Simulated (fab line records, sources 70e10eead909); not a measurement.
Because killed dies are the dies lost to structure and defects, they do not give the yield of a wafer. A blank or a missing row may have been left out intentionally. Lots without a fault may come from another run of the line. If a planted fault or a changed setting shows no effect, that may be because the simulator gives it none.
Which tool was responsible? -- flow nand-harc -- 12 lots with 33 wafers sampled at 4 steps, on a route of 1302 steps

## WHAT THE GAUGES SHOWED, per wafer
The record lacks any reading of a measuring or inspecting step that a usual standard deviation could be used to judge.

## WHICH TOOL RAN EACH LOT (tool, then ch and the chambers of the sampled wafers, then the start)
lot,NHARC_A_CHANNEL_HOLE_D1_ETCH_25,NHARC_A_CHANNEL_HOLE_D1_ETCH_44,NHARC_A_CHANNEL_FILL_D1_ALD_02,NHARC_A_CHANNEL_FILL_D1_ALD_14
L465,"har-etch-02 ch 0,1, day 8 21:12","rie-diel-05 ch 1,2,3, day 8 23:07","ald-hk-02 ch 0,3, day 9 00:17","ald-hk-01 ch 0,3, day 9 07:16"
L467,"har-etch-02 ch 0,1, day 9 14:02","rie-diel-05 ch 2,3, day 9 15:25","ald-hk-01 ch 0,1,3, day 9 16:50","ald-hk-01 ch 0,2,3, day 9 23:43"
L470,"har-etch-01 ch 0,1, day 10 21:40","rie-diel-08 ch 0,2,3, day 10 23:31","ald-hk-02 ch 0,1,2, day 11 00:42","ald-hk-02 ch 0,2,3, day 11 07:46"
L473,"har-etch-02 ch 0, day 12 01:23","rie-diel-08 ch 1,3, day 12 03:04","ald-hk-02 ch 0,3, day 12 04:23","ald-hk-01 ch 0,1, day 12 11:14"
L474,"har-etch-02 ch 1, day 12 18:39","rie-diel-08 ch 2,3, day 12 20:13","ald-hk-02 ch 3, day 12 21:31","ald-hk-02 ch 0,2, day 13 04:57"
L476,"har-etch-01 ch 0,1, day 13 03:02","rie-diel-08 ch 1,3, day 13 04:53","ald-hk-02 ch 1,2, day 13 06:07","ald-hk-03 ch 0,2, day 13 13:07"
L482,"har-etch-02 ch 0,1, day 16 01:04","rie-diel-12 ch 1,3, day 16 02:49","ald-hk-02 ch 0,3, day 16 04:03","ald-hk-03 ch 0,1,2, day 16 11:08"
L483,"har-etch-02 ch 0,1, day 16 12:43","rie-diel-12 ch 0,1,2, day 16 14:34","ald-hk-03 ch 0,1, day 16 15:44","ald-hk-03 ch 0,1, day 16 22:52"
L485,"har-etch-01 ch 0, day 17 04:47","rie-diel-05 ch 1,2,3, day 17 06:28","ald-hk-02 ch 0,2,3, day 17 07:44","ald-hk-01 ch 0,1,3, day 17 14:47"
L486,"har-etch-01 ch 0,1, day 17 13:04","rie-diel-08 ch 0,2,3, day 17 14:52","ald-hk-02 ch 0,1,2, day 17 16:02","ald-hk-03 ch 0,2,3, day 17 23:04"
L487,"har-etch-02 ch 0,1, day 17 16:37","rie-diel-08 ch 0,1,3, day 17 18:26","ald-hk-01 ch 0,1, day 17 19:41","ald-hk-03 ch 1,2, day 18 02:41"
L488,"har-etch-02 ch 0,1, day 18 02:25","rie-diel-08 ch 0,2,3, day 18 04:14","ald-hk-03 ch 0,2,3, day 18 05:24","ald-hk-01 ch 0,2,3, day 18 12:23"
- NHARC_A_CHANNEL_HOLE_D1_ETCH_25: etches the open film in C4F8/O2/Ar, time 1040.2 s, target depth 1500 nm.
- NHARC_A_CHANNEL_HOLE_D1_ETCH_44: etches the open film in CF4/O2, target depth 140 nm, overetch 14 nm, time 77 s.
- NHARC_A_CHANNEL_FILL_D1_ALD_02: deposits SiO2, target thk 6 nm, pulse time 10 s, ald cycles 60.
- NHARC_A_CHANNEL_FILL_D1_ALD_14: deposits SiO2, target thk 2.5 nm, pulse time 10 s, ald cycles 25.

## AS READ BY THE TOOLS THEMSELVES (means over the sampled wafers that have a number; for cases with no such wafer, the mark the record gives instead)
NHARC_A_CHANNEL_HOLE_D1_ETCH_25. Usual: drypump-motor-current-A 5.85 A, standard deviation 0.11; oes-air-line-au 1.001 a.u., standard deviation 0.021; showerhead-plenum-p-Torr 3.61 Torr, standard deviation 0.13; temp-c -19.99 C, standard deviation 0.12; throttle-valve-pct 32.235 %, standard deviation 0.0097.
lot,tool,drypump-motor-current-A (A),oes-air-line-au (a.u.),showerhead-plenum-p-Torr (Torr),temp-c (C),throttle-valve-pct (%),flag
L465,har-etch-02,5.93,0.990,3.53,-20.02,32.236,
L467,har-etch-02,5.93,0.990,3.53,-19.98,32.240,
L470,har-etch-01,5.71,1.005,3.70,-19.82,32.235,
L473,har-etch-02,5.87,1.014,3.52,-20.09,32.227,
L474,har-etch-02,5.96,0.990,3.49,-19.98,32.230,
L476,har-etch-01,5.75,1.021,3.69,-20.09,32.246,
L482,har-etch-02,5.88,0.997,3.48,-19.98,32.234,
L483,har-etch-02,5.95,1.003,3.48,-19.93,32.242,
L485,har-etch-01,5.77,1.011,3.66,-19.87,32.235,
L486,har-etch-01,5.70,1.015,3.65,-19.91,32.244,
L487,har-etch-02,5.95,1.018,3.93,-20.07,32.222,
L488,har-etch-02,5.94,0.981,3.92,-20.17,32.230,

NHARC_A_CHANNEL_HOLE_D1_ETCH_44. Usual: drypump-motor-current-A 5.7 A, standard deviation 0.38; oes-product-au 0.999 a.u., standard deviation 0.0085; rf-vpp-V 197.5 V, standard deviation 1.6; showerhead-plenum-p-Torr 1.32 Torr, standard deviation 0.064; throttle-valve-pct 13.396 %, standard deviation 0.0096.
lot,tool,drypump-motor-current-A (A),oes-product-au (a.u.),rf-vpp-V (V),showerhead-plenum-p-Torr (Torr),throttle-valve-pct (%),flag
L465,rie-diel-05,5.7,1.001,198.2,1.34,13.406,
L467,rie-diel-05,5.5,0.998,198.2,1.36,13.402,
L470,rie-diel-08,5.4,1.005,198.7,1.34,13.385,
L473,rie-diel-08,6.0,0.993,195.3,1.25,13.396,
L474,rie-diel-08,5.5,0.999,196.7,1.31,13.395,
L476,rie-diel-08,6.0,0.992,196.4,1.25,13.410,
L482,rie-diel-12,6.1,0.997,197.3,1.29,13.393,
L483,rie-diel-12,6.0,1.000,197.5,1.33,13.390,
L485,rie-diel-05,5.7,0.986,197.0,1.32,13.399,
L486,rie-diel-08,5.4,0.999,197.7,1.34,13.401,
L487,rie-diel-08,5.7,1.007,197.2,1.30,13.394,
L488,rie-diel-08,5.4,0.999,198.1,1.34,13.391,

NHARC_A_CHANNEL_FILL_D1_ALD_02. Usual: heater-power-w 454 W, standard deviation 34; precursor-pulse-height-rel 0.998, standard deviation 0.02.
lot,tool,heater-power-w (W),precursor-pulse-height-rel,flag
L465,ald-hk-02,430,1.020,
L467,ald-hk-01,461,0.994,
L470,ald-hk-02,440,1.006,
L473,ald-hk-02,441,0.993,
L474,ald-hk-02,464,0.997,
L476,ald-hk-02,470,0.989,
L482,ald-hk-02,449,1.002,
L483,ald-hk-03,474,1.017,
L485,ald-hk-02,444,0.989,
L486,ald-hk-02,444,0.981,
L487,ald-hk-01,469,1.013,
L488,ald-hk-03,456,0.975,

NHARC_A_CHANNEL_FILL_D1_ALD_14. Usual: heater-power-w 453 W, standard deviation 39; precursor-pulse-height-rel 1.000, standard deviation 0.022.
lot,tool,heater-power-w (W),precursor-pulse-height-rel,flag
L465,ald-hk-01,436,1.009,
L467,ald-hk-01,448,0.989,
L470,ald-hk-02,445,0.990,
L473,ald-hk-01,472,0.992,
L474,ald-hk-02,430,1.022,
L476,ald-hk-03,492,1.002,
L482,ald-hk-03,472,1.001,
L483,ald-hk-03,451,1.018,
L485,ald-hk-01,456,0.991,
L486,ald-hk-03,470,0.995,
L487,ald-hk-03,459,1.000,
L488,ald-hk-01,433,1.022,

## THE ANSWER, worked out from the rows above alone
Rule: a lot is off if the mean of its wafers that have a number lies more than 3 standard deviations from the usual mean. Also off: a lot with no number at a reading for which 4 or more lots have one. The other lots that the step has rows for count as sound. Order of review: gauges by route order, followed by the tools' own readings, for which a lot's mean as printed above is used. At the first step where some lot is off, the reading lying furthest off is the one used; lots without a number count as furthest.
No lot is off on any of the readings shown, so nothing can be concluded from this.

## WHAT THE SIMULATOR PUT IN
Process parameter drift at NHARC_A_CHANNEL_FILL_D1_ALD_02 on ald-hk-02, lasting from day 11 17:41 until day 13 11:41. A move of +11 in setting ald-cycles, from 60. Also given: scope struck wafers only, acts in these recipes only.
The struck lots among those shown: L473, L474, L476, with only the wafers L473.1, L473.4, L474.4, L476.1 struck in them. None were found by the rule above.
